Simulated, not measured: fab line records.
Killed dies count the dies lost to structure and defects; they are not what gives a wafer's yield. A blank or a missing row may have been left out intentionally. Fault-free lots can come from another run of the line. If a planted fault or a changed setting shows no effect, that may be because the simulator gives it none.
The tool behind it: which one?	flow n5-finfet	12 lots, 36 wafers sampled, at 2 steps of a route of 1938

## WHAT THE GAUGES READ, wafer by wafer
N5_MOL_CONTACT_COAG_CD_MEAS_08 targets a cd of 28 nm.
lot	measured	on	cd-nm (nm)
L075	day 4 23:59	cd-sem-03	27.94 28.00 27.96
L077	day 5 08:51	cd-sem-03	27.87 28.05 28.23
L079	day 6 00:01	cd-sem-03	27.79 28.16 27.86
L081	day 6 13:50	cd-sem-01	27.89 27.47 28.18
L083	day 6 21:11	cd-sem-03	27.80 28.09 28.06
L085	day 7 08:29	cd-sem-03	27.94 27.71 28.19
L087	day 7 22:29	cd-sem-03	27.98 28.22 28.29
L089	day 8 10:47	cd-sem-01	27.79 27.45 27.94
L091	day 8 20:13	cd-sem-02	27.97 27.92 27.75
L093	day 9 08:37	cd-sem-03	27.93 27.63 27.97
L095	day 9 23:17	cd-sem-02	28.32 27.98 27.89
L097	day 10 12:09	cd-sem-03	27.85 27.81 28.17

## WHAT TOOL EACH LOT RAN ON (gives the tool, then ch and the chambers of the sampled wafers, and finally the start)
lot	N5_GATE_CUT_ALD_22
L075	ald-sin-04 ch 0,1,3, day 4 21:10
L077	ald-sin-03 ch 0,2,3, day 5 06:02
L079	ald-sin-03 ch 0,2, day 5 21:11
L081	ald-sin-03 ch 0,2,3, day 6 11:01
L083	ald-sin-03 ch 0,1,3, day 6 18:22
L085	ald-sin-04 ch 0,2,3, day 7 05:40
L087	ald-sin-03 ch 2,3, day 7 19:40
L089	ald-sin-03 ch 1,2,3, day 8 07:54
L091	ald-sin-04 ch 1,2, day 8 17:16
L093	ald-sin-01 ch 0,3, day 9 05:43
L095	ald-sin-01 ch 0,1,2, day 9 20:21
L097	ald-sin-04 ch 1,2,3, day 10 09:19
- N5_GATE_CUT_ALD_22: deposits SiNx, target thk 16 nm, pulse time 1 s, ald cycles 320.

## THE ANSWER, worked out from the rows above alone
Rule: the usual values come from the lots themselves. Put in order of their means at a reading, lots are off if they are a third of the lots or fewer, leave a main group of 4 or more, and stand apart from it by a gap of 3 or more times the standard deviation of the main group's means; of several such gaps the widest counts. A main group is skipped when, at the precision printed for the reading in the tables above, its means are all equal. A lot without any number at a reading at which 4 lots or more have one is off too. Any other lot the step has rows for is counted as sound.
No lot is off on any of the readings shown, so nothing can be concluded from this.

## WHAT HAD BEEN PUT IN BY THE SIMULATOR
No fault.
